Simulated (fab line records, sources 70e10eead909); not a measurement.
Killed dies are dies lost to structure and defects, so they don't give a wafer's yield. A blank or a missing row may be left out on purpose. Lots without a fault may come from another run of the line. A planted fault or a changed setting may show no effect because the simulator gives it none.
fab line records | flow nand_harc
record lots=12 wafers=36 last_day=25
route steps=1159 shown A_SLIT@780 END@1159
lots that met no fault: from a run of the same line without faults
start_h: hours from the record's first day to the start of the lot's first wafer shown | wait_h: hours since the lot's step before | " the same as in the row above | L1.1+2: a row that stands for several wafers | - no value, or no start given | * or withheld: withheld | < > ~ a bound
route shown NAME@n: a module of which the file shows steps, and the number in the route of the first | usual: mean/standard deviation of fault-free wafers | same: alike in all rows | chamber/n: place in a boat | sites: the reading at each site | _std_site: their standard deviation | _edge_site: outer sites' mean less inner sites' | radius_mm: how far each site lies from the wafer's centre | mask NAME#n: copy n | behind: the tool/chamber that last shaped the wafer | hold: why the lot was held/for how many hours/how that ended | device: the transistor (n, p or np) that didn't switch | end of line: the same wafers' tests at the end of the route | a step without rows: its recipe alone | killed: dies lost to structure and defects at the first sort, not the wafer's yield | map: a wafer's dies, x killed, . not, _ none there
set.NAME: the setting as run; set.NAME@STEP: as run at that earlier step | model.NAME: the simulator's own value behind a step, which no gauge read
steps of the route over a sample of lots; a table a step, a row a wafer
services: from which hour (start_h, from the record's first day; less than 0 if before it) a tool's chamber was out of use, for how many hours, and why
## steps
# step NHARC_A_SLIT_DEP_00
# recipe target_thk_a=32000 temp_c=400 material=aC
# usual throttle_valve_pct=35.000/0.0089
# columns lot.wafer tool chamber start_h wait_h throttle_valve_pct
L329.3 acl_dep-02 0 319.22 - 35.001
L329.4 " 0 " " 35.009
L329.5 " 0 " " 34.999
L331.2 acl_dep-01 0 319.51 - 34.999
L331.3 " 0 " " 35.013
L331.6 " 0 " " 34.988
L332.1 acl_dep-01 0 332.58 - 35.003
L332.4 " 0 " " 35.009
L332.5 " 0 " " 34.997
L334.1 acl_dep-03 0 333.23 - 35.004
L334.4 " 0 " " 35.004
L334.5 " 0 " " 35.013
L333.1 acl_dep-01 0 339.66 - 35.002
L333.3 " 0 " " 35.004
L333.4 " 0 " " 34.993
L336.2 acl_dep-01 0 357.32 - 34.996
L336.4 " 0 " " 35.000
L336.6 " 0 " " 34.997
L337.1 acl_dep-02 0 369.82 - 34.996
L337.2 " 0 " " 34.994
L337.6 " 0 371.45 - 34.999
L342.2 acl_dep-02 0 389.81 - 35.007
L342.4 " 0 " " 34.985
L342.5 " 0 " " 34.993
L343.1 acl_dep-01 0 389.95 - 35.000
L343.3 " 0 " " 34.994
L343.6 " 0 " " 34.989
L352.1 acl_dep-01 0 455.43 - 35.003
L352.2 " 0 " " 35.008
L352.6 " 0 457.04 - 35.012
L350.1 acl_dep-02 0 464.51 - 35.001
L350.3 " 0 " " 34.998
L350.5 " 0 " " 34.997
L351.2 acl_dep-02 0 466.80 3.1 34.992
L351.4 " 0 " " 35.009
L351.5 " 0 " " 34.993
# step NHARC_A_SLIT_ETCH_24
# recipe target_depth_a=1210 time_s=60.5 cf4_flow_sccm=100 chf3_flow_sccm=30 ar_flow_sccm=0 rf_w=500 bias_w=200 chemistry=CF4/CHF3
# usual drypump_motor_current_A=5.4/0.37 oes_product_au=0.965/0.016 rf_vpp_V=370.6/2.5 run_length_s=81.9/0.35 showerhead_plenum_p_Torr=1.58/0.063 throttle_valve_pct=16.802/0.0083
# columns lot.wafer tool chamber start_h wait_h drypump_motor_current_A oes_product_au rf_hours_counter_h rf_vpp_V run_length_s showerhead_plenum_p_Torr throttle_valve_pct
L329.3 rie_diel-13 0 321.51 0.1 5.3 0.962 1.4 375.1 81.4 1.68 16.799
L329.4 " 1 " " 5.9 0.959 1.2 371.8 81.7 1.58 16.800
L329.5 " 0 " " 5.2 0.952 - 373.7 81.6 1.68 16.800
L331.2 rie_diel-13 0 322.14 0.1 5.2 0.963 1.9 374.1 81.6 1.68 16.797
L331.3 " 1 " " 5.9 0.980 1.7 370.6 81.7 1.58 16.785
L331.6 " 2 " " 5.2 0.966 - 368.2 81.7 1.50 16.800
L332.4 rie_diel-11 0 335.53 0.1 5.5 0.931 8.1 367.0 82.1 1.49 16.785
L332.1 " 1 " " 4.7 0.935 8.6 374.6 81.8 1.66 16.810
L332.5 " 3 " " 5.4 0.939 - 369.9 82.1 1.54 16.814
L334.4 rie_diel-01 0 336.05 0.1 4.9 0.976 0.3 370.3 81.6 1.59 16.795
L334.1 " 1 " " 4.8 0.970 0.3 371.2 82.0 1.57 16.813
L334.5 " 2 " " 5.7 0.991 - 369.8 81.8 1.57 16.812
L333.3 rie_diel-13 3 342.60 0.1 5.6 0.992 4.8 368.1 82.1 1.58 16.789
L333.4 " 0 " " 5.2 0.983 4.5 374.9 81.6 1.68 16.792
L333.1 " 2 " " 5.2 0.948 4.5 367.9 81.9 1.50 16.799
L336.4 rie_diel-11 2 359.95 0.1 5.9 0.986 10.1 371.3 82.6 1.62 16.809
L336.2 " 0 " " 5.4 0.952 9.1 366.8 82.1 1.49 16.802
L336.6 " 1 " " 4.7 0.971 - 375.9 81.5 1.66 16.814
L337.2 rie_diel-13 3 372.65 0.1 5.6 0.953 6.2 371.3 81.9 1.58 16.789
L337.1 " 0 " " 5.3 0.975 6.0 374.7 81.5 1.68 16.808
L337.6 " 3 " " 5.6 0.973 - 371.9 81.6 1.58 16.806
L342.2 rie_diel-11 1 392.50 0.1 4.7 0.959 1.5 373.1 81.7 1.66 16.808
L342.4 " 3 " " 5.4 0.970 1.7 369.9 82.0 1.54 16.795
L342.5 " 0 " " 5.4 0.959 - 368.8 82.4 1.49 16.803
L343.3 rie_diel-01 2 392.90 0.1 5.7 0.970 5.2 370.2 81.6 1.57 16.787
L343.1 " 3 " " 5.3 0.967 4.5 366.2 82.0 1.48 16.798
L343.6 " 2 " " 5.7 0.974 - 371.9 82.1 1.57 16.805
L352.1 rie_diel-11 2 458.21 0.1 5.9 0.968 6.7 372.4 82.5 1.62 16.800
L352.2 " 1 " " 4.7 0.943 8.1 373.3 81.9 1.66 16.815
L352.6 " 2 " " 5.9 0.970 - 372.5 82.6 1.62 16.815
L350.1 rie_diel-13 0 467.42 0.1 5.2 0.977 0.1 374.1 81.6 1.68 16.798
L350.3 " 1 " " 5.9 0.975 0.1 370.7 69.1 1.58 16.803
L350.5 " 3 " " 5.5 0.987 - 369.0 82.0 1.58 16.796
L351.2 rie_diel-13 2 469.43 0.1 5.2 0.948 0.6 368.0 81.4 1.50 16.798
L351.4 " 1 " " 6.0 0.958 - 371.1 69.1 1.58 16.798
L351.5 " 2 " " 5.2 0.954 - 369.3 81.3 1.50 16.811
# step NHARC_A_SLIT_ETCH_17
# recipe bias_v=900 source_w=withheld pressure_mtorr=20 ar_flow_sccm=375 c4f8_flow_sccm=83.3 o2_flow_sccm=41.7 time_s=1687.5 target_depth_a=1.01e+05 chemistry=C4F8/O2/Ar
# usual drypump_motor_current_A=5.8/0.52 he_backside_leak_sccm=5.4/0.33 run_length_s=1688.7/0.38 showerhead_plenum_p_Torr=3.69/0.064 throttle_valve_pct=32.046/0.0087
# columns lot.wafer tool chamber start_h wait_h drypump_motor_current_A he_backside_leak_sccm rf_hours_counter_h run_length_s showerhead_plenum_p_Torr throttle_valve_pct
L329.3 har_etch-02 1 324.96 - 6.6 5.3 - 1688.9 3.62 32.052
L329.4 " 0 " " 5.7 5.0 - 1688.8 3.70 32.048
L329.5 " 1 " " 6.6 5.4 - 1689.2 3.62 32.040
L331.2 har_etch-01 1 326.20 - 5.1 5.1 4 1688.7 3.73 32.044
L331.3 " 0 " " 5.7 5.3 - 1688.0 3.80 32.052
L331.6 " 1 " " 5.1 5.1 - 1688.9 3.73 32.058
L332.1 har_etch-01 0 336.44 - 5.7 5.8 6 1688.2 3.79 32.053
L332.4 " 0 " " 5.7 5.7 - 1688.5 3.80 32.041
L332.5 " 1 " " 5.1 4.8 - 1688.6 3.73 32.041
L334.1 har_etch-02 0 336.72 - 5.7 5.6 176 1688.7 3.70 32.037
L334.4 " 1 " " 6.6 5.0 - 1689.1 3.62 32.038
L334.5 " 0 " " 5.7 5.2 - 1688.8 3.70 32.054
L333.1 har_etch-02 0 343.55 - 5.7 5.0 181 1688.5 3.70 32.048
L333.3 " 1 " " 6.6 5.5 - 1688.6 3.62 32.053
L333.4 " 0 " " 5.7 5.0 - 1688.6 3.70 32.046
L336.2 har_etch-01 1 360.62 - 5.1 5.2 16 1688.9 3.73 32.054
L336.4 " 1 " " 5.2 5.2 - 1688.8 3.73 32.052
L336.6 " 0 " " 5.7 5.6 - 1688.4 3.79 32.048
L337.2 har_etch-01 1 373.33 - 5.2 5.2 18 1689.0 3.72 32.044
L337.1 " 0 " " 5.7 5.2 18 1687.9 3.79 32.060
L337.6 " 1 " " 5.2 5.2 - 1688.9 3.73 32.048
L342.2 har_etch-02 0 393.43 - 5.7 5.2 205 1688.9 3.68 32.054
L342.4 " 0 " " 5.7 4.9 - 1688.8 3.68 32.046
L342.5 " 1 " " 6.6 5.1 - 1689.2 3.60 32.042
L343.1 har_etch-01 0 394.57 - 5.8 5.6 37 1687.9 3.78 32.037
L343.3 " 0 " " 5.8 6.4 - 1688.1 3.78 32.038
L343.6 " 1 " " 5.2 5.0 - 1688.8 3.71 32.040
L352.1 har_etch-01 1 458.88 - 5.2 5.3 61 1688.9 3.70 32.043
L352.2 " 0 " " 5.7 6.0 61 1688.3 3.76 32.052
L352.6 " 0 " " 5.7 6.0 - 1688.7 3.76 32.055
L350.1 har_etch-01 0 468.35 - 5.7 6.4 62 1688.2 3.76 32.033
L350.3 " 1 " " 5.1 5.3 - 1688.8 3.70 32.061
L350.5 " 0 " " 5.7 6.0 - 1688.0 3.76 32.041
L351.2 har_etch-02 0 470.47 - 5.7 5.4 239 1688.5 3.66 32.040
L351.4 " 0 " " 5.7 5.7 - 1688.5 3.66 32.053
L351.5 " 1 " " 6.6 5.4 - 1688.8 3.58 32.045
# step NHARC_A_SLIT_CD_MEAS_21
# usual cd_nm=289.1/0.97
# columns lot.wafer tool chamber start_h wait_h cd_nm
L329.3 cd_sem-02 - 327.11 - 289.0
L329.4 " - " " 290.3
L329.5 " - " " 289.6
L331.2 cd_sem-02 - 328.83 - 290.2
L331.3 " - " " 289.5
L331.6 " - " " 289.8
L332.1 cd_sem-03 - 338.88 0.1 290.5
L332.4 " - " " 289.4
L332.5 " - " " 290.2
L334.1 cd_sem-01 - 339.43 - 289.1
L334.4 " - " " 289.5
L334.5 " - " " 288.4
L333.1 cd_sem-02 - 345.96 - 290.1
L333.3 " - " " 288.2
L333.4 " - " " 287.5
L336.2 cd_sem-01 - 363.28 - 290.3
L336.4 " - " " 289.6
L336.6 " - " " 290.4
L337.1 cd_sem-01 - 376.00 - 289.0
L337.2 " - " " 288.8
L337.6 " - " " 288.4
L342.2 cd_sem-03 - 395.82 - 290.3
L342.4 " - " " 288.6
L342.5 " - " " 288.1
L343.1 cd_sem-02 - 397.22 - 288.9
L343.3 " - " " 289.6
L343.6 " - " " 289.3
L352.1 cd_sem-02 - 461.53 - 290.0
L352.2 " - " " 289.6
L352.6 " - " " 289.9
L350.1 cd_sem-01 - 470.75 - 290.1
L350.3 " - " " 290.2
L350.5 " - " " 290.2
L351.2 cd_sem-03 - 472.95 - 289.1
L351.4 " - " " 288.8
L351.5 " - " " 290.1
# step NHARC_END_SORT_01
# recipe temp_c=25
# usual killed_at_array=28/11 killed_at_other=0.7/1.1 killed_at_periphery=2.9/2 killed_dies=32/11 killed_open=3.2/1.8 killed_short=2.0/1.4
# same gross_dies=677
# columns lot.wafer tool chamber start_h wait_h hold killed_at_array killed_at_other killed_at_periphery killed_dies killed_open killed_short
L336.2 prober-01 0 476.01 2.8 - 27 5 5 37 0 1
L336.4 prober-01 0 477.60 3.4 - 37 1 3 41 5 2
L336.6 prober-01 0 479.19 4.0 - 23 1 4 28 1 4
L352.1 prober-02 0 569.85 2.5 - 14 0 3 17 2 1
L352.2 prober-02 0 570.65 2.8 - 14 0 7 21 4 3
L352.6 prober-02 0 573.85 4.0 - 14 1 7 22 2 2
L350.1 prober-02 0 586.78 2.5 await_dispo/3.0h/release 18 0 2 20 2 3
L350.3 prober-02 0 588.39 3.1 await_dispo/3.0h/release 415 0 3 418 4 3
L350.5 prober-02 0 590.00 3.7 await_dispo/3.0h/release 22 0 1 23 3 5
L351.2 prober-02 0 595.71 2.8 await_dispo/4.7h/release 35 0 5 40 6 1
L351.4 prober-02 0 597.31 3.4 await_dispo/4.7h/release 443 3 6 452 5 1
L351.5 prober-02 0 598.11 3.7 await_dispo/4.7h/release 35 1 5 41 4 2
# killed by level:class
L336.2 A_CHANNEL_HOLE_D1:chamber_film_flake=15 P_GATE:chamber_film_flake=4 A_CONTACT:chamber_film_flake=4 A_BONDPAD:chamber_film_flake=4 THIN_TSV:chamber_film_flake=4 A_STAIRCASE:chamber_film_flake=3 STARTING-WAFER:geometric_particle:short=1 P_ZERO_WELL:chamber_film_flake=1
L336.4 A_CHANNEL_HOLE_D1:chamber_film_flake=24 A_CONTACT:chamber_film_flake=6 A_WL_FILL:geometric_particle:short=2 A_BONDPAD:chamber_film_flake=2 P_GATE:geometric_particle:open=1 P_M0:geometric_particle:open=1 A_ONON_D1:geometric_particle:open=1 A_BLC:geometric_particle:open=1
L336.6 A_CHANNEL_HOLE_D1:chamber_film_flake=13 P_GATE:chamber_film_flake=3 A_CONTACT:chamber_film_flake=3 A_STAIRCASE:chamber_film_flake=2 P_CONTACT:geometric_particle:short=1 A_CHANNEL_FILL_D1:geometric_particle:short=1 A_SGD_CUT:geometric_particle:open=1 A_WL_FILL:geometric_particle:short=1
L352.1 A_CONTACT:chamber_film_flake=6 A_CHANNEL_HOLE_D1:chamber_film_flake=3 A_WL_FILL:chamber_film_flake=3 P_M0:geometric_particle:open=1 A_CHANNEL_FILL_D1:geometric_particle:short=1 A_CONTACT:geometric_particle:open=1 P_GATE:chamber_film_flake=1 P_M0:chamber_film_flake=1
L352.2 A_WL_FILL:chamber_film_flake=5 P_ZERO_WELL:chamber_film_flake=3 A_CHANNEL_HOLE_D1:chamber_film_flake=3 A_CONTACT:chamber_film_flake=2 P_M0:geometric_particle:open=1 P_M0:geometric_particle:short=1 P_M2:geometric_particle:open=1 A_ONON_D1:geometric_particle:open=1
L352.6 A_CHANNEL_HOLE_D1:chamber_film_flake=7 P_GATE:chamber_film_flake=3 P_ZERO_WELL:chamber_film_flake=2 A_WL_FILL:chamber_film_flake=2 A_CHANNEL_FILL_D1:geometric_particle:short=1 A_CONTACT:geometric_particle:short=1 A_BLC:geometric_particle:open=1 STARTING-WAFER:geometric_particle:open=1
L350.1 A_CHANNEL_HOLE_D1:chamber_film_flake=7 A_CONTACT:chamber_film_flake=6 P_M1:geometric_particle:open=1 A_CHANNEL_FILL_D1:geometric_particle:short=1 A_WL_FILL:geometric_particle:short=1 A_WL_FILL:geometric_particle:open=1 A_M0:geometric_particle:short=1 P_GATE:chamber_film_flake=1
L350.3 A_SLIT:area_etch=398 A_CHANNEL_HOLE_D1:chamber_film_flake=3 A_CONTACT:chamber_film_flake=3 A_WL_FILL:geometric_particle:short=2 P_M0:geometric_particle:open=1 A_SOURCE_PLATE:geometric_particle:open=1 A_SGD_CUT:geometric_particle:open=1 A_SGD_CUT:geometric_particle:short=1
L350.5 A_CHANNEL_HOLE_D1:chamber_film_flake=7 A_CHANNEL_FILL_D1:chamber_film_flake=4 A_CONTACT:chamber_film_flake=4 A_ONON_D1:geometric_particle:short=2 P_M1:geometric_particle:open=1 A_CHANNEL_HOLE_D1:geometric_particle:short=1 A_WL_FILL:geometric_particle:short=1 A_CONTACT:geometric_particle:open=1
L351.2 A_SLIT:chamber_film_flake=15 P_M2:chamber_film_flake=3 A_CHANNEL_HOLE_D1:chamber_film_flake=3 A_CONTACT:chamber_film_flake=3 A_M0:chamber_film_flake=3 A_SGD_CUT:geometric_particle:open=2 A_CONTACT:geometric_particle:open=2 A_CHANNEL_HOLE_D1:unspecified=2
L351.4 A_SLIT:area_etch=412 A_SLIT:chamber_film_flake=16 A_CONTACT:chamber_film_flake=3 A_CHANNEL_HOLE_D1:chamber_film_flake=3 THIN_TSV:chamber_film_flake=3 P_CONTACT:geometric_particle:open=2 P_M2:chamber_film_flake=2 A_CHANNEL_FILL_D1:chamber_film_flake=2
L351.5 A_SLIT:chamber_film_flake=20 P_M2:chamber_film_flake=3 A_STAIRCASE:chamber_film_flake=3 A_ONON_D1:geometric_particle:open=2 A_CONTACT:geometric_particle:open=2 A_CHANNEL_HOLE_D1:unspecified=2 A_CHANNEL_HOLE_D1:chamber_film_flake=2 A_CHANNEL_FILL_D1:chamber_film_flake=2
## services
# columns tool chamber start_h hours kind
har_etch-01 - 305.00 17.0 pm
har_etch-01 0 305.00 17.0 vent_cycle
har_etch-01 1 305.00 17.0 vent_cycle
rie_diel-13 0 309.73 - clean
rie_diel-13 1 309.73 - clean
rie_diel-13 2 309.73 - clean
rie_diel-13 3 309.73 - clean
rie_diel-01 - 314.83 9.0 pm
har_etch-01 0 322.00 - clean
har_etch-01 0 322.00 - consumable_replace:focus_ring
har_etch-01 1 322.00 - clean
har_etch-01 1 322.00 - consumable_replace:focus_ring
rie_diel-13 0 334.23 - clean
rie_diel-11 3 337.69 2.8 repair
rie_diel-11 3 344.24 1.4 repair
acl_dep-02 - 350.88 13.0 pm
rie_diel-11 - 366.50 9.0 pm
rie_diel-11 2 399.75 4.5 repair
acl_dep-03 - 405.59 13.0 pm
rie_diel-01 1 433.01 8.9 repair
rie_diel-01 2 436.82 6.7 repair
acl_dep-03 - 437.56 2.2 repair
rie_diel-13 - 453.23 9.0 pm
rie_diel-13 0 468.60 24.4 repair
## key
first_sign step=NHARC_A_SLIT_ETCH_24 reading=run_length_s direction=down sigmas=36 usual=* struck=*
effect step=NHARC_END_SORT_01 reading=killed_at_array direction=up sigmas=36 usual=28 struck=429
more_kills_born_at NHARC_A_SLIT_ETCH_24@rie_diel-13=810
met_at NHARC_A_SLIT_ETCH_24
struck_lots L350,L351
struck_wafers L350.3,L351.4
later_rows_left_out L350.3,L351.4
tester_left_out L350,L351
not_acting_at NHARC_A_SLIT_DEP_00,NHARC_A_SLIT_ETCH_17,NHARC_A_SLIT_CD_MEAS_21
onset_between 322.14 467.42
fault kind=process_parameter_drift tool=rie_diel-13 chamber=1 onset_h=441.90 steps=NHARC_A_SLIT_ETCH_24 channel=time_s offset=* shape=step end_h=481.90 acts_in=* stated=*
# tester_left_out: of these lots the tester's yield and bins aren't shown, on N5 and GAA mostly nor the transistor test; their killed dies are dies lost to structure and defects alone, not to doping, threshold or leakage, so they don't give the yield
# later_rows_left_out: the simulator's readings of these wafers behind a module that went badly wrong aren't trusted and aren't shown, but for the sort
